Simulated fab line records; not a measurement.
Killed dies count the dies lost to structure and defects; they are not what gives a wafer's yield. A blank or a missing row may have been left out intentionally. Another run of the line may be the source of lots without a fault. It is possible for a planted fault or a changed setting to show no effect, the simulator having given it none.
fab line records	flow n5-finfet
record lots=7	wafers=21
route steps=1938 shown BEOL_M0_SAQP@686 BEOL_M1@783 BEOL_M2@841
start-h: the number of hours between the record's first day and the start of the first shown wafer of the lot	wait-h: hours since the lot's step before	" as in the row above	L1.1+2: several wafers, shown together as one row	- no value present, or no start provided	* or withheld: withheld	< > ~ a bound
route shown NAME@n: NAME is a module with steps in the file, n the number in the route of the first one	usual: average and standard deviation across the fault-free wafers	same: alike in all rows	chamber/n: place in a boat	sites: readings site by site	_std_site: their standard deviation	_edge_site: mean of outer sites minus mean of inner sites	radius-mm: how far each site lies from the wafer's centre	mask NAME#n: copy n	behind: the tool/chamber that last shaped the wafer	hold: the reason the lot was held/the length of the hold in hours/how it ended	device: transistor that didn't switch, given as n, p or np	end of line: the same wafers' tests at the end of the route	a step with no rows: only its recipe	killed: dies lost to structure and defects at the first sort, not the wafer's yield	map: the dies of a wafer, with x for killed, . for not killed, _ for no die there
set.NAME: the setting as run; set.NAME@STEP: as run at that earlier step	model.NAME: the simulator's own value behind a step, which no gauge read
lots where settings were altered on purpose, with a table for each step and a row for each wafer
## steps
# step N5_BEOL_M0_SAQP_EXPOSE_37
# recipe mask-id=M0_CUT1	na=0.33	source-shape=annular	sigma-inner=0.35	sigma-outer=0.8	polarization=unpolarized	target-cd-nm=30	dose-mj=44.75
lot.wafer	tool	chamber	start-h	wait-h	mask	set.dose-mj
L074.2+3+4	euv-scanner-02	0	112.42	-	M0_CUT1#0	44.75
L075.4	euv-scanner-01	0	122.37	-	M0_CUT1#0	41.69
L075.5+6	"	0	"	"	M0_CUT1#0	44.75
L078.1+2+5	euv-scanner-02	0	136.08	-	M0_CUT1#0	44.75
L080.2+6	euv-scanner-02	0	151.88	-	M0_CUT1#0	42.32
L080.5	"	0	"	"	M0_CUT1#0	44.75
L086.2+3+5	euv-scanner-01	0	187.85	-	M0_CUT1#0	44.75
L092.1+6	euv-scanner-02	0	217.52	-	M0_CUT1#0	44.75
L092.5	"	0	"	"	M0_CUT1#0	41.52
L093.1	euv-scanner-01	0	223.94	-	M0_CUT1#0	46.32
L093.2+6	"	0	"	"	M0_CUT1#0	44.75
# step N5_BEOL_M0_SAQP_PEB_38
# recipe peb-temp-c=100	peb-time-s=60	resist=CAR-EUV
# step N5_BEOL_M0_SAQP_DEVELOP_39
# recipe develop-time-s=30	developer=TMAH	resist=CAR-EUV	rinse-liquid=surfactant-rinse	dry=air-spin	dev-temp-c=23
# step N5_BEOL_M0_SAQP_CD_MEAS_40
# recipe target-cd-nm=30	landing-energy-ev=500	detector=se-inlens
# usual cd-nm=30.12/0.23
lot.wafer	tool	chamber	start-h	wait-h	set.dose-mj@BEOL_M0_SAQP_EXPOSE_37	cd-nm
L074.2	cd-sem-02	0	112.55	-	44.75	30.59
L074.3	"	0	"	"	44.75	29.97
L074.4	"	0	"	"	44.75	30.39
L075.4	cd-sem-01	0	122.50	-	41.69	28.64
L075.5	"	0	"	"	44.75	29.94
L075.6	"	0	"	"	44.75	29.89
L078.1	cd-sem-02	0	136.22	-	44.75	30.33
L078.2	"	0	"	"	44.75	30.42
L078.5	"	0	"	"	44.75	29.61
L080.2	cd-sem-02	0	152.01	-	42.32	29.15
L080.5	"	0	"	"	44.75	29.89
L080.6	"	0	"	"	42.32	29.16
L086.2	cd-sem-02	0	187.98	-	44.75	30.08
L086.3	"	0	"	"	44.75	29.99
L086.5	"	0	"	"	44.75	30.42
L092.1	cd-sem-03	0	217.65	-	44.75	30.12
L092.5	"	0	"	"	41.52	28.33
L092.6	"	0	"	"	44.75	30.04
L093.1	cd-sem-01	0	224.08	-	46.32	30.72
L093.2	"	0	"	"	44.75	29.92
L093.6	"	0	"	"	44.75	30.33
# step N5_BEOL_M0_SAQP_DESCUM_45
# recipe chemistry=O2	time-s=7	source-power-w=50	bias-power-w=20	pressure-mtorr=20	rf-frequency-hz=2.712e+07	temp-c=40	resist=CAR-EUV	o2-flow-sccm=225
lot.wafer	tool	chamber	start-h	wait-h	set.dose-mj@BEOL_M0_SAQP_EXPOSE_37	model.BEOL_M0_SAQP.cd-nm
L074.2+4	rie-diel-06	2,0	112.67	0.0	44.75	30.2
L074.3	"	1	"	"	44.75	29.8
L075.4	rie-diel-05	1	122.95	0.4	41.69	28.6
L075.5+6	"	2,3	"	"	44.75	30
L078.1+2	rie-diel-02	0,3	136.47	0.2	44.75	30.2
L078.5	"	1	"	"	44.75	29.8
L080.2+6	rie-diel-02	1,3	152.13	0.0	42.32	28.8
L080.5	"	0	"	"	44.75	30
L086.2	rie-diel-06	3	188.10	0.0	44.75	29.8
L086.3	"	1	"	"	44.75	30
L086.5	"	2	"	"	44.75	30.2
L092.1	rie-diel-02	1	217.80	0.1	44.75	30
L092.5	"	2	"	"	41.52	28.4
L092.6	"	1	"	"	44.75	30.4
L093.1	rie-diel-05	0	224.39	0.2	46.32	30.8
L093.2+6	"	1,0	"	"	44.75	30.2
# step N5_BEOL_M0_SAQP_ETCH_88
# recipe chemistry=N2/H2	target=underlayer	target-depth-a=65	time-s=5.2	ion-energy-ev=200	mask-material=CAR-EUV	pressure-mtorr=30	source-w=840	bias-w=150	n2-flow-sccm=200	h2-flow-sccm=200	ends=cleared
lot.wafer	tool	chamber	start-h	wait-h	set.spin-rpm@BEOL_M0_SAQP_COAT_87	set.dose-mj@BEOL_M0_SAQP_EXPOSE_37	model.BEOL_M0_SAQP.cd-nm	model.etch.depth-nm
L074.2	rie-diel-06	2	112.70	0.0	1391	44.75	30.4	5.206
L074.3	"	1	"	"	1500	44.75	29.8	5.003
L074.4	"	0	"	"	1391	44.75	30	5.202
L075.4	rie-diel-05	1	122.97	0.0	1500	41.69	28.8	5.005
L075.5	"	2	"	"	1500	44.75	30	5.01
L075.6	"	3	"	"	1500	44.75	30	4.999
L078.1	rie-diel-02	0	136.50	0.0	1500	44.75	30.2	5.024
L078.2	"	3	"	"	1419	44.75	30.2	5.165
L078.5	"	1	"	"	1419	44.75	29.8	5.168
L080.2	rie-diel-02	1	152.17	0.0	1500	42.32	28.8	4.982
L080.5	"	0	"	"	1570	44.75	30	4.856
L080.6	"	3	"	"	1500	42.32	28.8	4.981
L086.2	rie-diel-06	3	188.14	0.0	1500	44.75	29.8	5.017
L086.3	"	1	"	"	1500	44.75	30	5.01
L086.5	"	2	"	"	1500	44.75	30.2	4.997
L092.1	rie-diel-02	1	217.83	0.0	1500	44.75	30	4.974
L092.5	"	2	"	"	1500	41.52	28.4	4.971
L092.6	"	1	"	"	1542	44.75	30.4	4.897
L093.1	rie-diel-05	0	224.43	0.0	1500	46.32	30.8	4.985
L093.2+6	"	1,0	"	"	1500	44.75	30.2	4.991
# step N5_BEOL_M0_SAQP_ETCH_73
# recipe chemistry=CF4	target=SiARC	target-depth-a=195	mask-material=CAR-EUV	time-s=32.5	ion-energy-ev=80	pressure-mtorr=40	source-w=545	bias-w=36	Ar_flow_sccm=100	cf4-flow-sccm=100	ends=cleared
lot.wafer	tool	chamber	start-h	wait-h	set.dose-mj@BEOL_M0_SAQP_EXPOSE_37	model.BEOL_M0_SAQP.cd-nm
L074.2	rie-diel-06	2	112.72	0.0	44.75	30.2
L074.3	"	1	"	"	44.75	29.8
L074.4	"	0	"	"	44.75	30
L075.4	rie-diel-05	1	123.00	0.0	41.69	28.6
L075.5+6	"	2,3	"	"	44.75	30
L078.1	rie-diel-02	0	136.52	0.0	44.75	30.2
L078.2+5	"	3,1	"	"	44.75	30
L080.2	rie-diel-02	1	152.18	0.0	42.32	29
L080.5	"	0	"	"	44.75	30
L080.6	"	3	"	"	42.32	28.6
L086.2	rie-diel-06	3	188.15	0.0	44.75	29.8
L086.3+5	"	1,2	"	"	44.75	30
L092.1	rie-diel-02	1	217.85	0.0	44.75	30.2
L092.5	"	2	"	"	41.52	28.4
L092.6	"	1	"	"	44.75	30.4
L093.1	rie-diel-05	0	224.44	0.0	46.32	31
L093.2+6	"	1,0	"	"	44.75	30.2
# step N5_BEOL_M1_EXPOSE_25
# recipe mask-id=V0	na=0.33	source-shape=quasar	sigma-inner=0.2	sigma-outer=0.8	polarization=unpolarized	defocus-nm=5	target-cd-nm=24	dose-mj=63
lot.wafer	tool	chamber	start-h	wait-h	mask	set.dose-mj
L074.2+3	euv-scanner-02	0	122.24	-	V0#0	61.16
L074.4	"	0	"	"	V0#0	63
L075.4	euv-scanner-02	0	137.00	-	V0#0	63
L075.5+6	"	0	"	"	V0#0	59.36
L078.1+2	euv-scanner-01	0	148.66	-	V0#0	63
L078.5	"	0	"	"	V0#0	65.72
L080.2+6	euv-scanner-02	0	164.97	-	V0#0	63
L080.5	"	0	"	"	V0#0	60.27
L086.2+3+5	euv-scanner-02	0	198.68	-	V0#0	63
L092.1+5+6	euv-scanner-02	0	226.11	-	V0#0	63
L093.1+2	euv-scanner-02	0	240.66	-	V0#0	63
L093.6	"	0	"	"	V0#0	60.95
# step N5_BEOL_M1_PEB_26
# recipe peb-temp-c=100	peb-time-s=60	resist=CAR-EUV
# step N5_BEOL_M1_DEVELOP_27
# recipe develop-time-s=30	developer=TMAH	resist=CAR-EUV	rinse-liquid=surfactant-rinse	dry=air-spin	dev-temp-c=23
# step N5_BEOL_M1_CD_MEAS_28
# recipe landing-energy-ev=500	detector=se-inlens	target-cd-y-nm=23.3
# usual cd-nm=24.03/0.26
lot.wafer	tool	chamber	start-h	wait-h	set.dose-mj@BEOL_M1_EXPOSE_25	cd-nm
L074.2	cd-sem-01	0	122.38	-	61.16	23.57
L074.3	"	0	"	"	61.16	23.79
L074.4	"	0	"	"	63	24.50
L075.4	cd-sem-02	0	137.12	-	63	23.76
L075.5	"	0	"	"	59.36	22.82
L075.6	"	0	"	"	59.36	22.79
L078.1	cd-sem-03	0	148.80	-	63	23.83
L078.2	"	0	"	"	63	23.89
L078.5	"	0	"	"	65.72	24.64
L080.2	cd-sem-03	0	165.10	-	63	24.27
L080.5	"	0	"	"	60.27	22.69
L080.6	"	0	"	"	63	23.96
L086.2	cd-sem-02	0	198.82	-	63	23.83
L086.3	"	0	"	"	63	24.05
L086.5	"	0	"	"	63	23.82
L092.1	cd-sem-03	0	226.26	-	63	24.60
L092.5	"	0	"	"	63	24.30
L092.6	"	0	"	"	63	24.15
L093.1	cd-sem-01	0	240.81	-	63	23.98
L093.2	"	0	"	"	63	24.24
L093.6	"	0	"	"	60.95	22.99
# step N5_BEOL_M1_ETCH_70
# recipe chemistry=N2/H2	target=SOC	target-depth-a=800	overetch-a=160	mask-material=SiARC	temp-c=40	time-s=120	ion-energy-ev=200	pressure-mtorr=30	source-w=840	bias-w=150	n2-flow-sccm=200	h2-flow-sccm=200
# usual rf-vpp-V=523.3/2.3
lot.wafer	tool	chamber	start-h	wait-h	set.bias-w	rf-vpp-V	model.SiARC_of_BEOL_M1_COAT_68.thk-nm
L074.2	rie-diel-02	2	138.67	0.0	150	523.9	6.2
L074.3	"	1	"	"	150	527.6	6.6
L074.4	"	3	"	"	150	521.0	6.4
L075.4	rie-diel-05	1	146.99	0.0	140.7	498.9	7
L075.5	"	0	"	"	140.7	505.9	6.6
L075.6	"	1	"	"	150	519.5	6.6
L078.1	rie-diel-05	2	152.56	0.0	175.7	578.6	5.4
L078.2	"	0	"	"	150	526.7	6.2
L078.5	"	0	"	"	150	526.2	6.2
L080.2	rie-diel-05	3	169.15	0.0	150	521.8	6.4
L080.5	"	2	"	"	150	522.9	6.6
L080.6	"	1	"	"	166.1	554.7	6
L086.2	rie-diel-02	2	206.40	0.0	150	523.3	6.2
L086.3	"	0	"	"	150	523.9	6.2
L086.5	"	2	"	"	150	523.1	6.4
L092.1	rie-diel-06	0	231.21	0.0	150	526.4	6.2
L092.5	"	3	"	"	150	525.8	5.8
L092.6	"	2	"	"	126.8	469.0	7.2
L093.1	rie-diel-05	1	257.90	0.0	150	521.0	6.8
L093.2	"	0	"	"	150	524.5	6.4
L093.6	"	0	"	"	159.7	546.9	6
# step N5_BEOL_M1_STRIP_71
# recipe chemistry=N2/H2	temp-c=40	n2-flow-sccm=200	h2-flow-sccm=200	rf-frequency-hz=6e+07
# step N5_BEOL_M1_STRIP_78
# recipe chemistry=N2/H2	temp-c=40	n2-flow-sccm=200	h2-flow-sccm=200	rf-frequency-hz=6e+07
# step N5_BEOL_M1_VIA_ETCH_34
# recipe chemistry=C4F6/O2	target-depth-a=678	mask-material=SOC	pressure-mtorr=15	ion-energy-ev=250	taper-deg=4	time-s=64.4	source-w=350	bias-w=170	Ar_flow_sccm=300	C4F6_flow_sccm=10	O2_flow_sccm=10
lot.wafer	tool	chamber	start-h	wait-h	set.dose-mj@BEOL_M1_EXPOSE_25	model.BEOL_M1.cd-nm
L074.2	rie-diel-02	2	138.77	0.0	61.16	17.4
L074.3	"	1	"	"	61.16	17.6
L074.4	"	3	"	"	63	18
L075.4	rie-diel-05	1	147.09	0.0	63	17.6
L075.5+6	"	0,1	"	"	59.36	16.8
L078.1	rie-diel-05	2	152.66	0.0	63	18
L078.2	"	0	"	"	63	18.4
L078.5	"	0	"	"	65.72	18.6
L080.2	rie-diel-05	3	169.25	0.0	63	18
L080.5	"	2	"	"	60.27	17.4
L080.6	"	1	"	"	63	18.4
L086.2+3+5	rie-diel-02	2,0,2	206.50	0.0	63	17.8
L092.1+5	rie-diel-06	0,3	231.31	0.0	63	18.2
L092.6	"	2	"	"	63	18
L093.1	rie-diel-05	1	258.00	0.0	63	17.6
L093.2	"	0	"	"	63	18
L093.6	"	0	"	"	60.95	17.2
# step N5_BEOL_M2_ILD_DEP_00
# recipe material=SiOC	target-thk-a=790	temp-c=350	precursor=DEMS/O2	pressure-torr=5	rf-w=500	time-s=15.3
lot.wafer	tool	chamber	start-h	wait-h	set.time-s	model.SiOC_of_BEOL_M2_ILD_DEP_00.thk-nm
L074.2	pecvd-02	1	142.79	0.0	14.29	72.4
L074.3	"	2	"	"	15.3	77.4
L074.4	"	0	"	"	15.3	78.6
L075.4	pecvd-02	1	151.77	0.1	16.36	84
L075.5	"	2	"	"	15.3	80.2
L075.6	"	0	"	"	15.3	81
L078.1+2	pecvd-02	1,2	156.80	0.0	14.7	74.6
L078.5	"	2	"	"	15.3	78.4
L080.2	pecvd-02	2	173.53	0.0	16.85	85
L080.5	"	0	"	"	16.85	86.8
L080.6	"	2	"	"	15.3	78.2
L086.2	pecvd-02	0	211.30	0.0	15.3	78.6
L086.3	"	0	"	"	15.3	79.8
L086.5	"	1	"	"	15.3	78
L092.1	pecvd-01	0	235.53	0.0	15.3	77.2
L092.5+6	"	0,2	"	"	13.38	69.4
L093.1	pecvd-02	0	262.25	0.0	15.99	83.2
L093.2	"	2	"	"	15.99	82.4
L093.6	"	0	"	"	15.99	84.6
# step N5_BEOL_M2_THK_MEAS_01
# recipe reads=SiOC_of_BEOL_M2_ILD_DEP_00
# usual M2_ILD_THK=78.8/1.1
lot.wafer	tool	chamber	start-h	wait-h	set.time-s@BEOL_M2_ILD_DEP_00	M2_ILD_THK[nm]
L074.2	film-metro-01	-	142.85	0.1	14.29	72.3
L074.3	"	-	"	"	15.3	77.5
L074.4	"	-	"	"	15.3	78.6
L075.4	film-metro-01	-	151.82	0.0	16.36	84.0
L075.5	"	-	"	"	15.3	80.1
L075.6	"	-	"	"	15.3	80.9
L078.1	film-metro-02	-	156.87	0.0	14.7	74.6
L078.2	"	-	"	"	14.7	74.6
L078.5	"	-	"	"	15.3	78.4
L080.2	film-metro-01	-	173.59	0.1	16.85	85.0
L080.5	"	-	"	"	16.85	86.8
L080.6	"	-	"	"	15.3	78.3
L086.2	film-metro-02	-	211.39	0.1	15.3	78.6
L086.3	"	-	"	"	15.3	79.8
L086.5	"	-	"	"	15.3	78.0
L092.1	film-metro-01	-	235.60	0.0	15.3	77.1
L092.5	"	-	"	"	13.38	69.4
L092.6	"	-	"	"	13.38	69.5
L093.1	film-metro-01	-	262.32	0.0	15.99	83.2
L093.2	"	-	"	"	15.99	82.4
L093.6	"	-	"	"	15.99	84.6
# step N5_BEOL_M2_EXPOSE_08
# recipe mask-id=M2	na=0.33	source-shape=dipole	sigma-inner=0.369	sigma-outer=0.767	polarization=unpolarized	dose-mj=41.25
lot.wafer	tool	chamber	start-h	wait-h	mask	set.dose-mj
L074.2	euv-scanner-01	0	147.29	-	M2#0	40.12
L074.3+4	"	0	"	"	M2#0	41.25
L075.4+5	euv-scanner-02	0	153.07	-	M2#0	44.08
L075.6	"	0	"	"	M2#0	41.25
L078.1+2+5	euv-scanner-01	0	157.40	-	M2#0	41.25
L080.2	euv-scanner-02	0	175.98	-	M2#0	41.25
L080.5+6	"	0	"	"	M2#0	39.22
L086.2+3+5	euv-scanner-01	0	212.40	-	M2#0	41.25
L092.1+5+6	euv-scanner-02	0	236.59	-	M2#0	41.25
L093.1+6	euv-scanner-01	0	263.58	-	M2#0	44.26
L093.2	"	0	"	"	M2#0	41.25
# step N5_BEOL_M2_PEB_09
# recipe peb-temp-c=100	peb-time-s=60	resist=CAR-EUV
# step N5_BEOL_M2_DEVELOP_10
# recipe develop-time-s=30	developer=TMAH	resist=CAR-EUV	rinse-liquid=surfactant-rinse	dry=air-spin	dev-temp-c=23
# step N5_BEOL_M2_CD_MEAS_11
# recipe target-cd-nm=16.79	landing-energy-ev=500	detector=se-inlens	polarity=opening
# usual cd-nm=16.82/0.23
lot.wafer	tool	chamber	start-h	wait-h	set.dose-mj@BEOL_M2_EXPOSE_08	cd-nm
L074.2	cd-sem-02	0	147.42	-	40.12	16.30
L074.3	"	0	"	"	41.25	17.07
L074.4	"	0	"	"	41.25	16.85
L075.4	cd-sem-01	0	153.19	-	44.08	17.98
L075.5	"	0	"	"	44.08	18.23
L075.6	"	0	"	"	41.25	17.00
L078.1	cd-sem-01	0	157.53	-	41.25	16.78
L078.2	"	0	"	"	41.25	17.00
L078.5	"	0	"	"	41.25	16.82
L080.2	cd-sem-03	0	176.11	-	41.25	17.16
L080.5	"	0	"	"	39.22	16.10
L080.6	"	0	"	"	39.22	15.84
L086.2	cd-sem-01	0	212.52	-	41.25	17.43
L086.3	"	0	"	"	41.25	17.16
L086.5	"	0	"	"	41.25	17.01
L092.1	cd-sem-02	0	236.73	-	41.25	17.16
L092.5	"	0	"	"	41.25	17.03
L092.6	"	0	"	"	41.25	16.77
L093.1	cd-sem-01	0	263.71	-	44.26	18.44
L093.2	"	0	"	"	41.25	16.74
L093.6	"	0	"	"	44.26	18.47
# step N5_BEOL_M2_DESCUM_16
# recipe chemistry=O2	time-s=7	source-power-w=50	bias-power-w=20	pressure-mtorr=20	rf-frequency-hz=2.712e+07	temp-c=40	resist=CAR-EUV	o2-flow-sccm=225
# step N5_BEOL_M2_ETCH_74
# recipe chemistry=N2/H2	target=underlayer	target-depth-a=65	mask-material=CAR-EUV	time-s=5.2	ion-energy-ev=200	pressure-mtorr=30	source-w=840	bias-w=150	n2-flow-sccm=200	h2-flow-sccm=200	ends=cleared
lot.wafer	tool	chamber	start-h	wait-h	set.dose-mj@BEOL_M2_EXPOSE_08	model.BEOL_M2.cd-offset-nm
L074.2	rie-diel-04	0	147.57	0.0	40.12	-0.4
L074.3+4	"	2,3	"	"	41.25	0
L075.4+5	rie-diel-03	0,3	153.47	0.0	44.08	1.2
L075.6	"	2	"	"	41.25	0
L078.1	rie-diel-04	3	157.79	0.0	41.25	-0.2
L078.2+5	"	2	"	"	41.25	0
L080.2	rie-diel-03	1	176.31	0.0	41.25	0.4
L080.5	"	0	"	"	39.22	-0.8
L080.6	"	1	"	"	39.22	-0.6
L086.2+3+5	rie-diel-03	0,2,0	213.13	0.0	41.25	0
L092.1+6	rie-diel-03	3,1	236.88	0.0	41.25	0
L092.5	"	2	"	"	41.25	-0.2
L093.1	rie-diel-03	1	263.87	0.0	44.26	1.4
L093.2	"	2	"	"	41.25	0
L093.6	"	2	"	"	44.26	1.6
# step N5_BEOL_M2_ETCH_63
# recipe chemistry=CF4	target=SiARC	target-depth-a=156	mask-material=CAR-EUV	time-s=26	ion-energy-ev=80	pressure-mtorr=40	source-w=545	bias-w=36	Ar_flow_sccm=100	cf4-flow-sccm=100	ends=cleared
# step N5_BEOL_M2_ETCH_64
# recipe chemistry=N2/H2	target=SOC	target-depth-a=750	overetch-a=225	mask-material=SiARC	temp-c=40	time-s=121.9	ion-energy-ev=200	pressure-mtorr=30	source-w=840	bias-w=150	n2-flow-sccm=200	h2-flow-sccm=200
lot.wafer	tool	chamber	start-h	wait-h	set.dose-mj@BEOL_M2_EXPOSE_08	model.BEOL_M2.cd-offset-nm
L074.2	rie-diel-04	0	147.62	0.0	40.12	-0.2
L074.3	"	2	"	"	41.25	0
L074.4	"	3	"	"	41.25	-0.2
L075.4	rie-diel-03	0	153.51	0.0	44.08	1.4
L075.5	"	3	"	"	44.08	1.2
L075.6	"	2	"	"	41.25	0.6
L078.1	rie-diel-04	3	157.84	0.0	41.25	-0.4
L078.2	"	2	"	"	41.25	0
L078.5	"	2	"	"	41.25	-0.2
L080.2	rie-diel-03	1	176.36	0.0	41.25	0.2
L080.5	"	0	"	"	39.22	-0.8
L080.6	"	1	"	"	39.22	-0.6
L086.2+3	rie-diel-03	0,2	213.17	0.0	41.25	0.2
L086.5	"	0	"	"	41.25	-0.2
L092.1+6	rie-diel-03	3,1	236.93	0.0	41.25	0.2
L092.5	"	2	"	"	41.25	0.4
L093.1	rie-diel-03	1	263.91	0.0	44.26	1.4
L093.2	"	2	"	"	41.25	0.4
L093.6	"	2	"	"	44.26	1.8
# step N5_BEOL_M2_STRIP_65
# recipe chemistry=N2/H2	temp-c=40	n2-flow-sccm=200	h2-flow-sccm=200	rf-frequency-hz=6e+07
# step N5_BEOL_M2_STRIP_75
# recipe chemistry=N2/H2	temp-c=40	n2-flow-sccm=200	h2-flow-sccm=200	rf-frequency-hz=6e+07
# step N5_BEOL_M2_STRIP_66
# recipe chemistry=CF4	resist=SiARC	power-w=300	bias-power-w=75	pressure-mtorr=50	cf4-flow-sccm=150	rf-frequency-hz=6e+07
# step N5_BEOL_M2_HM_OPEN_17
# recipe chemistry=Cl2/BCl3	target-depth-a=200	overetch-a=60	target=TiN	mask-material=SOC	ion-energy-ev=150	pressure-mtorr=10	icp-w=1000	bias-w=126	Cl2_flow_sccm=53.25	bcl3-flow-sccm=21.75	Ar_flow_sccm=25
lot.wafer	tool	chamber	start-h	wait-h	set.dose-mj@BEOL_M2_EXPOSE_08	model.BEOL_M2.cd-offset-nm
L074.2	rie-metal-03	1	147.82	0.1	40.12	-0.2
L074.3	"	1	"	"	41.25	0
L074.4	"	1	"	"	41.25	-0.2
L075.4	rie-metal-02	0	153.72	0.1	44.08	1.4
L075.5	"	1	"	"	44.08	1
L075.6	"	0	"	"	41.25	0.4
L078.1	rie-metal-03	1	158.01	0.0	41.25	-0.4
L078.2	"	1	"	"	41.25	0
L078.5	"	1	"	"	41.25	-0.2
L080.2	rie-metal-01	0	176.53	0.0	41.25	0.2
L080.5	"	1	"	"	39.22	-0.8
L080.6	"	0	"	"	39.22	-0.6
L086.2	rie-metal-03	0	213.35	0.0	41.25	0
L086.3	"	1	"	"	41.25	0.4
L086.5	"	0	"	"	41.25	-0.2
L092.1	rie-metal-01	1	237.10	0.0	41.25	0.2
L092.5	"	0	"	"	41.25	0.6
L092.6	"	1	"	"	41.25	0
L093.1	rie-metal-01	0	264.09	0.0	44.26	1.6
L093.2	"	1	"	"	41.25	0.4
L093.6	"	1	"	"	44.26	1.8
## key
split step=N5_BEOL_M0_SAQP_EXPOSE_37	setting=dose-mj	stated=44.75	by=wafer
response step=N5_BEOL_M0_SAQP_CD_MEAS_40	reading=cd-nm	change=+0.195	per=1%	r=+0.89
response step=N5_BEOL_M0_SAQP_DESCUM_45	reading=model.BEOL_M0_SAQP.cd-nm	change=+0.222	per=1%	r=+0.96
response step=N5_BEOL_M0_SAQP_ETCH_88	reading=model.BEOL_M0_SAQP.cd-nm	change=+0.212	per=1%	r=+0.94
response step=N5_BEOL_M0_SAQP_ETCH_73	reading=model.BEOL_M0_SAQP.cd-nm	change=+0.232	per=1%	r=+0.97
split step=N5_BEOL_M1_EXPOSE_25	setting=dose-mj	stated=63	by=wafer
response step=N5_BEOL_M1_CD_MEAS_28	reading=cd-nm	change=+0.234	per=1%	r=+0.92
response step=N5_BEOL_M1_VIA_ETCH_34	reading=model.BEOL_M1.cd-nm	change=+0.147	per=1%	r=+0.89
split step=N5_BEOL_M1_ETCH_70	setting=bias-w	stated=150	by=wafer
response step=N5_BEOL_M1_ETCH_70	reading=rf-vpp-V	change=+3.28	per=1%	r=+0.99
response step=N5_BEOL_M1_ETCH_70	reading=model.SiARC_of_BEOL_M1_COAT_68.thk-nm	change=-0.0587	per=1%	r=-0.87
split step=N5_BEOL_M2_ILD_DEP_00	setting=time-s	stated=15.3	by=wafer
response step=N5_BEOL_M2_ILD_DEP_00	reading=model.SiOC_of_BEOL_M2_ILD_DEP_00.thk-nm	change=+0.685	per=1%	r=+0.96
response step=N5_BEOL_M2_THK_MEAS_01	reading=M2_ILD_THK	change=+0.68	per=1%	r=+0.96
split step=N5_BEOL_M2_EXPOSE_08	setting=dose-mj	stated=41.25	by=wafer
response step=N5_BEOL_M2_CD_MEAS_11	reading=cd-nm	change=+0.21	per=1%	r=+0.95
response step=N5_BEOL_M2_ETCH_74	reading=model.BEOL_M2.cd-offset-nm	change=+0.195	per=1%	r=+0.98
response step=N5_BEOL_M2_ETCH_64	reading=model.BEOL_M2.cd-offset-nm	change=+0.138	per=1%	r=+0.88
response step=N5_BEOL_M2_HM_OPEN_17	reading=model.BEOL_M2.cd-offset-nm	change=+0.149	per=1%	r=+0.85
split outside-this-file step=N5_BEOL_M0_SAQP_COAT_87 setting=spin-rpm
# split outside-this-file: this setting was split too, and the file shows its column; the key of that split is in another file
